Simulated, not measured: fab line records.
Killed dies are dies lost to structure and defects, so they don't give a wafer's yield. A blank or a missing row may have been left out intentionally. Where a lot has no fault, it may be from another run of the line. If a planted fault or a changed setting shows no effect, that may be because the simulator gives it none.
Problem report in the 8D (eight disciplines) form, filled by code	flow nand_harc	the parts of the form that need people (team, actions taken, sign-off) are left out

1. PROBLEM STATEMENT
Mean of killed_dies at NHARC_END_SORT_01: 144 across 6 wafers in 2 lots; on wafers with no fault it is 67 (standard deviation 16). Relative to the usual mean, that is a shift of +4.8 standard deviations.
Seen first at day 29 00:13 on prober-02, wafer L192.1. The record has a number at this step for 6 wafers belonging to 2 lots. Rule for "out", or "out of limits": more than 4 standard deviations from the usual mean. The other wafers with a number count as sound.

2. WHAT IT IS, AND WHAT IT ISN'T
question	is	is not
which readings at this step	killed_dies, killed_at_array	killed_at_other, killed_at_periphery, killed_open, killed_short
which lots	L189, L192	-
which wafers of those lots	all that have a number	-
read on which gauges	prober-01, prober-02	-
when	from day 29 00:13	up to then (0 sound wafers)

3. WHAT RULES OUT EACH SUSPECT
Counting: any tool at a process step up to the reading is kept as a suspect provided that every lot that is out went through it and no sound lot did after the first of them.
- the gauge at NHARC_END_SORT_01 has been ruled out. 2 gauges (prober-01, prober-02) read the wafers that are out.
- rie_diel-08 at NHARC_A_CHANNEL_FILL_D2_ETCHBACK_20 (etches the open film in C4F8/O2/Ar, target depth 27 nm, time 13.5 s): kept. It ran every lot that is out, first L189 (day 18 21:07), and no sound lot after that.
Remaining after the count: rie_diel-08 at NHARC_A_CHANNEL_FILL_D2_ETCHBACK_20.

4. THE CAUSE (what the simulator had put in)
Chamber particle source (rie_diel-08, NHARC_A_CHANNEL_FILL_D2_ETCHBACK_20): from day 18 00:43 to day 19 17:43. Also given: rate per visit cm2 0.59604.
This tool alone remained once counting was done.

5. THE CHAIN OF EFFECTS, in route order
Each row: a reading where the mean over the struck wafers with a number is more than 3 standard deviations away from the usual. Readings are gone through only where the record gives a usual standard deviation; hours: the median, over the lots, of the time from a lot's start at the first step in this table giving one to that lot's start at this step; sigmas: the change measured in usual standard deviations.
hours	step	reading	usual	on struck wafers	change	sigmas
0	NHARC_END_SORT_01	killed_at_array	62	141	+79	+4.9
0	NHARC_END_SORT_01	killed_dies	67	144	+77	+4.8

6. HOW IT WOULD HAVE BEEN CAUGHT EARLIER
Counted from the fault's start at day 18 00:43, it took 264 hours until the first out-of-limits reading at a measuring or inspecting step in this record, taken at day 29 00:13.
Of the tool readings at NHARC_A_CHANNEL_FILL_D2_ETCHBACK_20 for which the record gives a usual standard deviation, none was out on any struck wafer, so an alarm limit of 4 standard deviations on them would not have fired.
Lots out: 2; all had begun NHARC_A_CHANNEL_FILL_D2_ETCHBACK_20 on rie_diel-08 by day 29 00:13. A hold on the tool at that time would have spared none of them.
